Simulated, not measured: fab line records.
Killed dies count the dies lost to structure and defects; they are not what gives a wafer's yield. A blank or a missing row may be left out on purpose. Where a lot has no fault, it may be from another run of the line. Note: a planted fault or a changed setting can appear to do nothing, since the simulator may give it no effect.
fab line records | flow nand_harc
[record] lots = 13 wafers = 39 last_day = 25
route steps=1159 shown P_M0@275 P_M1@295 END@1159
lots with no fault: from the same line, run without faults
start_h: start of the lot's first displayed wafer, in hours after the record's first day | wait_h: hours elapsed since this lot's preceding step | " identical to the entry in the row above | L1.1+2: one row covering several wafers at once | - no value present, or no start provided | * or withheld: withheld | < > ~ a bound
route shown NAME@n: a module of which the file shows steps, and the number in the route of the first | usual: the fault-free wafers' mean and standard deviation | same: alike in all rows | chamber/n: place in a boat | sites: each site's reading | _std_site: the standard deviation of these | _edge_site: the outer-site mean with the inner-site mean subtracted | radius_mm: for every site, how far away it sits from the centre of the wafer | mask NAME#n: copy n | behind: the last tool/chamber to shape the wafer | hold: why the lot went on hold/how many hours it stayed there/how the hold came to an end | device: which transistor (n, p or np) failed to switch | end of line: tests run on the same wafers once the route is complete | where a step has no rows: the recipe by itself | killed: count of dies lost to structure and defects at first sort (not the wafer's yield) | map: a wafer's dies, marking killed ones x, the rest . and places with no die _
set.NAME: the run value of the setting; set.NAME@STEP: its run value at that earlier step | model.NAME: the simulator's own value behind a step, which no gauge read
a sample of lots followed through the steps of the route, with each step as a table and each wafer as a row
services: the hour from which a tool's chamber was out of use, counted from the record's first day as start_h (under 0 if before that day), plus the number of hours and why
[[steps]]
[step NHARC_P_M0_PVD_21]
[recipe] target_thk_a = 300 chamber_pressure_pa = 5 power_w = 5000 substrate_temp_c = 30 time_s = 20.49 material = Cu
[usual] throttle_valve_pct = 30.2/0.82
// columns lot.wafer tool chamber start_h wait_h throttle_valve_pct
L389.4 pvd_sputter-01 - - - 30.9
L389.1 " - " " 28.5
L389.5 " - " " 30.8
L390.3 pvd_sputter-01 - - - 29.3
L390.1 " - " " 28.8
L390.6 " - " " 30.8
L392.2 pvd_sputter-02 - - - 30.6
L392.4 " - " " 30.3
L392.5 " - " " 29.4
L391.2 pvd_sputter-01 - - - 28.5
L391.4 " - " " 30.1
L391.6 " - " " 29.4
L393.4 pvd_sputter-03 - - - 31.5
L393.1 " - " " 31.2
L393.3 " - " " 30.1
L394.2 pvd_sputter-01 - - - 31.0
L394.3 " - " " 29.6
L394.6 " - " " 29.8
L395.2 pvd_sputter-02 - - - 30.6
L395.6 " - " " 30.3
L395.5 " - " " 30.4
L396.4 pvd_sputter-01 - - - 28.7
L396.1 " - " " 30.0
L396.6 " - " " 30.4
L398.2 pvd_sputter-03 - - - 31.2
L398.3 " - " " 30.0
L398.1 " - " " 29.9
L399.2 pvd_sputter-02 - - - 29.3
L399.1 " - " " 30.5
L399.6 " - " " 29.5
L408.4 pvd_sputter-02 - - - 30.8
L408.2 " - " " 29.6
L408.5 " - " " 30.5
L411.1 pvd_sputter-02 - - - 29.8
L411.6 " - " " 29.6
L411.5 " - " " 29.8
L412.3 pvd_sputter-01 - - - 31.0
L412.2 " - " " 30.5
L412.5 " - " " 30.8
[step NHARC_P_M0_THK_MEAS_24]
[recipe] thk_meas_gauge = xrf
[usual] thk_nm = 117.4/1.4
// columns lot.wafer tool chamber start_h wait_h thk_nm
L389.1 film_metro-01 - 116.58 - 118.7
L389.4 " - " " 119.2
L389.5 " - " " 118.1
L390.1 film_metro-01 - 117.51 - 117.9
L390.3 " - " " 117.5
L390.6 " - " " 117.6
L392.2 film_metro-01 - 133.81 - 116.3
L392.4 " - " " 116.4
L392.5 " - " " 117.2
L391.2 film_metro-02 - 134.22 - 118.8
L391.4 " - " " 118.0
L391.6 " - " " 116.5
L393.1 film_metro-02 - 136.20 - 116.5
L393.3 " - " " 118.1
L393.4 " - " " 120.1
L394.2 film_metro-01 - 147.36 - 115.8
L394.3 " - " " 116.4
L394.6 " - " " 116.8
L395.2 film_metro-01 - 147.56 - 115.7
L395.5 " - " " 118.2
L395.6 " - " " 116.6
L396.1 film_metro-01 - 161.92 - 119.0
L396.4 " - " " 120.5
L396.6 " - " " 118.8
L398.1 film_metro-02 - 175.89 - 117.7
L398.2 " - " " 118.2
L398.3 " - " " 116.3
L399.1 film_metro-01 - 182.76 - 119.2
L399.2 " - " " 120.1
L399.6 " - " " 119.4
L408.2 film_metro-02 - 240.38 - 117.3
L408.4 " - " " 115.0
L408.5 " - " " 116.8
L411.1 film_metro-02 - 244.93 - 116.8
L411.5 " - " " 118.5
L411.6 " - " " 115.1
L412.2 film_metro-02 - 255.02 - 117.5
L412.3 " - " " 119.0
L412.5 " - " " 115.8
[step NHARC_P_M1_CD_MEAS_09]
[recipe] target_cd_nm = 130 landing_energy_ev = 500
[usual] cd_nm = 130.4/0.6
// columns lot.wafer tool chamber start_h wait_h cd_nm
L389.1 cd_sem-02 0 118.13 - 129.9
L389.4 " 0 " " 129.2
L389.5 " 0 " " 130.0
L390.1 cd_sem-02 0 119.09 - 130.1
L390.3 " 0 " " 129.0
L390.6 " 0 " " 130.4
L392.2 cd_sem-03 0 135.37 - 131.0
L392.4 " 0 " " 131.0
L392.5 " 0 " " 130.4
L391.2 cd_sem-01 0 135.77 - 130.5
L391.4 " 0 " " 129.9
L391.6 " 0 " " 129.9
L393.1 cd_sem-03 0 137.60 - 131.0
L393.3 " 0 " " 130.8
L393.4 " 0 " " 130.8
L394.2 cd_sem-01 0 148.90 - 130.7
L394.3 " 0 " " 130.7
L394.6 " 0 " " 130.1
L395.2 cd_sem-01 0 149.30 - 130.2
L395.5 " 0 " " 130.5
L395.6 " 0 " " 130.8
L396.1 cd_sem-02 0 163.48 - 130.5
L396.4 " 0 " " 130.5
L396.6 " 0 " " 131.1
L398.1 cd_sem-03 0 177.44 - 130.0
L398.2 " 0 " " 129.8
L398.3 " 0 " " 129.7
L399.1 cd_sem-01 0 184.30 - 130.5
L399.2 " 0 " " 131.1
L399.6 " 0 " " 130.2
L408.2 cd_sem-03 0 241.91 - 132.8
L408.4 " 0 " " 132.6
L408.5 " 0 " " 133.1
L411.1 cd_sem-03 0 246.35 - 132.3
L411.5 " 0 " " 132.6
L411.6 " 0 " " 131.9
L412.2 cd_sem-02 0 256.57 - 131.3
L412.3 " 0 " " 131.1
L412.5 " 0 " " 131.5
[step NHARC_P_M1_INSPECT_11]
[usual] raw_defect_count = 4.0/2.5
// columns lot.wafer tool chamber start_h wait_h raw_defect_count
L389.1 defect_inspect-02 - 118.27 0.1 9
L389.4 " - " " 5
L389.5 " - " " 4
L390.1 defect_inspect-01 - 119.21 0.0 8
L390.3 " - " " 5
L390.6 " - " " 7
L392.2 defect_inspect-01 - 135.49 0.0 4
L392.4 " - " " 2
L392.5 " - " " 6
L391.2 defect_inspect-01 - 135.90 0.0 3
L391.4 " - " " 2
L391.6 " - " " 2
L393.1 defect_inspect-02 - 137.73 0.0 1
L393.3 " - " " 3
L393.4 " - " " 2
L394.2 defect_inspect-01 - 149.03 0.0 4
L394.3 " - " " 1
L394.6 " - " " 1
L395.2 defect_inspect-01 - 149.43 0.0 5
L395.5 " - " " 6
L395.6 " - " " 6
L396.1 defect_inspect-01 - 163.60 0.0 3
L396.4 " - " " 6
L396.6 " - " " 3
L398.1 defect_inspect-02 - 177.57 0.0 6
L398.2 " - " " 3
L398.3 " - " " 2
L399.1 defect_inspect-02 - 184.43 0.0 1
L399.2 " - " " 5
L399.6 " - " " 2
L408.2 defect_inspect-01 - 242.03 0.0 5
L408.4 " - " " 6
L408.5 " - " " 8
L411.1 defect_inspect-01 - 246.47 0.0 4
L411.5 " - " " 7
L411.6 " - " " 8
L412.2 defect_inspect-01 - 256.69 0.0 5
L412.3 " - " " 8
L412.5 " - " " 5
[step NHARC_END_SORT_01]
[recipe] temp_c = 25
[usual] defect_limited_yield = 95.6/1.4 killed_at_array = 26/9 killed_at_other = 0.8/1.2 killed_at_periphery = 3.2/2.3 killed_dies = 30/9.1 killed_open = 3.5/2 killed_short = 1.8/1.4 sort_bin_2_pct = 1.4/0.59 sort_bin_3_pct = 0.25/0.22 sort_bin_4_pct = 2.8/0.91 sort_n_pass = 647/9.1 sort_rim_yield_pct = 95.4/3 sort_yield_pct = 95.6/1.4
[same] gross_dies = 677 sort_bin_5_pct[%] = 0 sort_bin_6_pct[%] = 0 sort_bin_7_pct[%] = 0 sort_bin_8_pct[%] = 0 sort_rim_n_gross = 106.00
// columns lot.wafer tool chamber start_h wait_h defect_limited_yield[%] killed_at_array killed_at_other killed_at_periphery killed_dies killed_open killed_short sort_bin_2_pct[%] sort_bin_3_pct[%] sort_bin_4_pct[%] sort_n_pass sort_rim_yield_pct[%] sort_yield_pct[%]
L398.1 prober-01 0 501.77 2.5 95.1 29 1 3 33 3 3 1.6 0 3.2 644 95.3 95.1
L398.2 prober-01 0 502.57 2.8 96.6 21 0 2 23 2 1 1.0 0.30 2.1 654 100.0 96.6
L398.3 prober-01 0 503.37 3.1 95.9 25 0 3 28 2 3 1.8 0.44 1.9 649 97.2 95.9
// killed by level:class
L398.1 A_CHANNEL_HOLE_D1:chamber_film_flake=19 A_CONTACT:chamber_film_flake=3 A_STAIRCASE:chamber_film_flake=2 P_CONTACT:geometric_particle:open=1 A_CHANNEL_FILL_D1:geometric_particle:short=1 A_CHANNEL_FILL_D1:geometric_particle:open=1 A_BLC:geometric_particle:short=1 A_BLC:geometric_particle:open=1
L398.2 A_CHANNEL_HOLE_D1:chamber_film_flake=16 A_CONTACT:chamber_film_flake=3 P_M0:geometric_particle:open=1 A_CHANNEL_FILL_D1:geometric_particle:open=1 A_SGD_CUT:geometric_particle:short=1 P_GATE:chamber_film_flake=1
L398.3 A_CHANNEL_HOLE_D1:chamber_film_flake=19 A_CONTACT:chamber_film_flake=2 P_GATE:geometric_particle:open=1 P_M2:geometric_particle:open=1 A_CHANNEL_HOLE_D1:geometric_particle:short=1 A_CHANNEL_FILL_D1:geometric_particle:short=1 A_CONTACT:geometric_particle:short=1 P_ZERO_WELL:chamber_film_flake=1
[[services]]
// columns tool chamber start_h hours kind
pvd_sputter-03 - 106.96 10.0 pm
pvd_sputter-01 - 160.94 10.0 pm
pvd_sputter-02 - 214.00 10.0 pm
[[key]]
[first_sign] step = NHARC_P_M1_CD_MEAS_09 reading = cd_nm direction = up sigmas = 3.6 usual = 130.4 struck = 132.5
effect none on later readings
met_at NHARC_P_M1_CD_MEAS_09
struck_lots L408,L411
[loop_trim] step = NHARC_P_M1_EXPOSE_06 setting = dose lots = L411
not_acting_at NHARC_P_M0_PVD_21,NHARC_P_M0_THK_MEAS_24,NHARC_P_M1_INSPECT_11
onset_between 177.44 241.91
[fault] kind = metrology_matching_offset tool = cd_sem-03 chamber = - onset_h = 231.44 steps = NHARC_P_M1_CD_MEAS_09 param = cd_nm offset = 2.8461
// loop_trim: a control loop set the setting to another value than it would have without faults
